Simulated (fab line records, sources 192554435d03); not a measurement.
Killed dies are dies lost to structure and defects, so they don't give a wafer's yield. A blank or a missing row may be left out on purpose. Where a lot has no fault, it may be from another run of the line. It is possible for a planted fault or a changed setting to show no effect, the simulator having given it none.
What tool caused it?    flow n5Finfet    6 lots, 17 wafers sampled, at 2 steps of a route of 1938

## WHAT EACH GAUGE READ, for each wafer
N5_BEOL_M5_THK_MEAS_53: measures by xrf.
lot   measured      on            M5_THK (nm)
L602  day 8 22:36   filmMetro-02  59.3 60.9 63.3
L606  day 9 20:54   filmMetro-01  63.6 63.9
L608  day 10 03:31  filmMetro-02  58.0 66.3 61.8
L611  day 11 02:36  filmMetro-01  63.5 61.9 66.2
L621  day 13 07:13  filmMetro-01  66.1 60.2 62.0
L622  day 13 17:44  filmMetro-01  58.1 62.1 58.8

## WHAT TOOL EACH LOT RAN ON (gives the tool, then ch and the chambers of the sampled wafers, and finally the start)
lot   N5_BEOL_M5_ANNEAL_82
L602  pvdSputter-02, day 8 16:49
L606  pvdSputter-03, day 9 16:55
L608  pvdSputter-01, day 9 23:31
L611  pvdSputter-01, day 10 22:25
L621  pvdSputter-03, day 13 03:14
L622  pvdSputter-02, day 13 13:35
- N5_BEOL_M5_ANNEAL_82: time 1800 s.

## THE ANSWER, worked out from the rows above alone
Rule: what is usual is taken from the lots themselves. The widest of any qualifying gaps counts: lots, ordered by their means at a reading, are off when they make up no more than a third of the lots, leave a main group of 4 or more, and stand apart from it by 3 or more times the standard deviation of that group's means. A main group whose means are all the same, to the digits that the tables above print for the reading, isn't used. A lot without any number at a reading at which 4 lots or more have one is off too. All remaining lots with rows at the step are treated as sound.
None of the lots is off at any reading shown; this tells nothing.

## WHAT THE SIMULATOR HAD PUT IN
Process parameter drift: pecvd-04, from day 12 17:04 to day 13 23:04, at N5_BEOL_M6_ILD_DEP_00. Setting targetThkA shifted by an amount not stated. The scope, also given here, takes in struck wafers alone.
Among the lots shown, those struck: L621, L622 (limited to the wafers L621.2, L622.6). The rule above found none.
